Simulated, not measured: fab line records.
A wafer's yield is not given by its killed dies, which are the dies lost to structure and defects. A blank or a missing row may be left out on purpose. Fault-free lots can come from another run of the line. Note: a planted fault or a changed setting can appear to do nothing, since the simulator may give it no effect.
Lot-split experiment | flow n5-finfet | on a route of 1938 steps: 7 lots, 21 wafers read

## THE SPLIT
At N5_BEOL_M5_EXPOSE_08 (exposes mask M5, target cd 28 nm), the setting dose-mj was moved away from the recipe's 35.75 on 7 of the 21 wafers read, by -6.5% to +6.8%. For the rest of the wafers, this setting stayed at what the recipe calls for.

## FROM THE SPLIT TO THE READING: what the file shows between them, 17 steps
- N5_BEOL_M5_PEB_09: peb time 60 s
- N5_BEOL_M5_DEVELOP_10: develop time 30 s
- N5_BEOL_M5_CD_MEAS_11: target cd 27.74 nm
- N5_BEOL_M5_DESCUM_16: chemistry O2, time 7 s
- N5_BEOL_M5_ETCH_72: etches underlayer in N2/H2, target depth 6.5 nm, time 5.2 s
- N5_BEOL_M5_ETCH_61: etches SiARC in CF4, target depth 15.6 nm, time 26 s
- N5_BEOL_M5_ETCH_62: etches SOC in N2/H2, target depth 75 nm, overetch 15 nm, time 112.5 s
- N5_BEOL_M5_STRIP_63: strips in N2/H2
- N5_BEOL_M5_STRIP_73: strips in N2/H2
- N5_BEOL_M5_STRIP_64: strips in CF4
- N5_BEOL_M5_HM_OPEN_17: chemistry Cl2/BCl3, target TiN, target depth 20 nm, overetch 6 nm
- N5_BEOL_M5_STRIP_19: strips in O2
- N5_BEOL_M5_CD_MEAS_18: pitch 56 nm, target cd 28 nm
- N5_BEOL_M5_COAT_65: time 60 s, resist thk 60 nm
- N5_BEOL_M5_COAT_66: time 60 s, resist thk 12 nm
- N5_BEOL_M5_PRECLEAN_42: cleans in residue remover, time 60 s
- N5_BEOL_M5_SRD_43: time 30 s

## THE READING
cd-nm, in nm, at N5_BEOL_M5_CD_MEAS_35 (target cd 28 nm, target cd y 24 nm). Fault-free wafers of this fab line usually give 27.98 nm, standard deviation 0.29 nm.

wafer  | tool, chamber at the split | dose-mj as run | against the recipe | cd-nm, nm | against lot-mates on the recipe
L075.2 | euv-scanner-01, 0          | 35.75          | recipe             | 28.00     | -
L075.4 | euv-scanner-01, 0          | 38.18          | +6.8%              | 29.79     | +1.86
L075.5 | euv-scanner-01, 0          | 35.75          | recipe             | 27.85     | -
L081.4 | euv-scanner-02, 0          | 35.75          | recipe             | 28.06     | -
L081.5 | euv-scanner-02, 0          | 35.75          | recipe             | 28.27     | -
L081.6 | euv-scanner-02, 0          | 35.75          | recipe             | 28.15     | -
L082.2 | euv-scanner-02, 0          | 33.43          | -6.5%              | 26.33     | no lot-mate on the recipe
L082.3 | euv-scanner-02, 0          | 33.43          | -6.5%              | 26.35     | no lot-mate on the recipe
L082.6 | euv-scanner-02, 0          | 33.43          | -6.5%              | 26.57     | no lot-mate on the recipe
L085.1 | euv-scanner-01, 0          | 36.47          | +2.0%              | 28.25     | +0.01
L085.2 | euv-scanner-01, 0          | 35.75          | recipe             | 28.40     | -
L085.5 | euv-scanner-01, 0          | 35.75          | recipe             | 28.08     | -
L088.2 | euv-scanner-02, 0          | 35.75          | recipe             | 27.74     | -
L088.5 | euv-scanner-02, 0          | 37.1           | +3.8%              | 28.78     | +1.06
L088.6 | euv-scanner-02, 0          | 35.75          | recipe             | 27.70     | -
L093.2 | euv-scanner-02, 0          | 35.75          | recipe             | 27.93     | -
L093.4 | euv-scanner-02, 0          | 35.75          | recipe             | 28.03     | -
L093.6 | euv-scanner-02, 0          | 35.75          | recipe             | 27.68     | -
L095.1 | euv-scanner-02, 0          | 37.47          | +4.8%              | 29.01     | +1.09
L095.3 | euv-scanner-02, 0          | 35.75          | recipe             | 28.13     | -
L095.4 | euv-scanner-02, 0          | 35.75          | recipe             | 27.71     | -

THE FIT
A straight line over all 21 wafers: cd-nm changes by +0.239 nm for each +1% of dose-mj; r = +0.97; the points scatter about the line by 0.2 nm.
The same after taking each lot's own level away (the mean of its wafers on the recipe; 18 wafers): +0.255 nm for each +1%; r = +0.95; scatter 0.18 nm.
The reading moves by 1.7 nm for the largest change in dose-mj, on that fit.
Across the lots, their own levels run from 27.720 to 28.240 nm, a range of 1.8 times the standard deviation given above.
The two slopes agree, so the slope changes little with the lot-to-lot level.
Check: with one of the wafers moved furthest among these (+6.8%) left out of the fit, the line predicts +1.53 nm for it against its lot-mates. It came out at +1.86 nm against them.

## THE WHOLE CHAIN: every reading that the file lists as answering this split, in the file's order
step                  | what it does                                                          | reading                                                        | change (the file's fit)               | r (the file's)
N5_BEOL_M5_CD_MEAS_11 | target cd 27.74 nm                                                    | cd-nm                                                          | +0.243 nm for each +1% of the setting | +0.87
N5_BEOL_M5_DESCUM_16  | chemistry O2, time 7 s                                                | BEOL_M5.cd-nm (the simulator's own value, which no gauge read) | +0.262 nm for each +1% of the setting | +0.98
N5_BEOL_M5_ETCH_62    | etches SOC in N2/H2, target depth 75 nm, overetch 15 nm, time 112.5 s | BEOL_M5.cd-nm (the simulator's own value, which no gauge read) | +0.245 nm for each +1% of the setting | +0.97
N5_BEOL_M5_HM_OPEN_17 | chemistry Cl2/BCl3, target TiN, target depth 20 nm, overetch 6 nm     | BEOL_M5.cd-nm (the simulator's own value, which no gauge read) | +0.267 nm for each +1% of the setting | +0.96
N5_BEOL_M5_CD_MEAS_18 | pitch 56 nm, target cd 28 nm                                          | cd-nm                                                          | +0.242 nm for each +1% of the setting | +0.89
N5_BEOL_M5_CD_MEAS_35 | target cd 28 nm, target cd y 24 nm                                    | cd-nm                                                          | +0.25 nm for each +1% of the setting  | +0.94

## THE FILE'S OWN FIT
cd-nm changes by +0.25 nm for each +1% of dose-mj, r = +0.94.
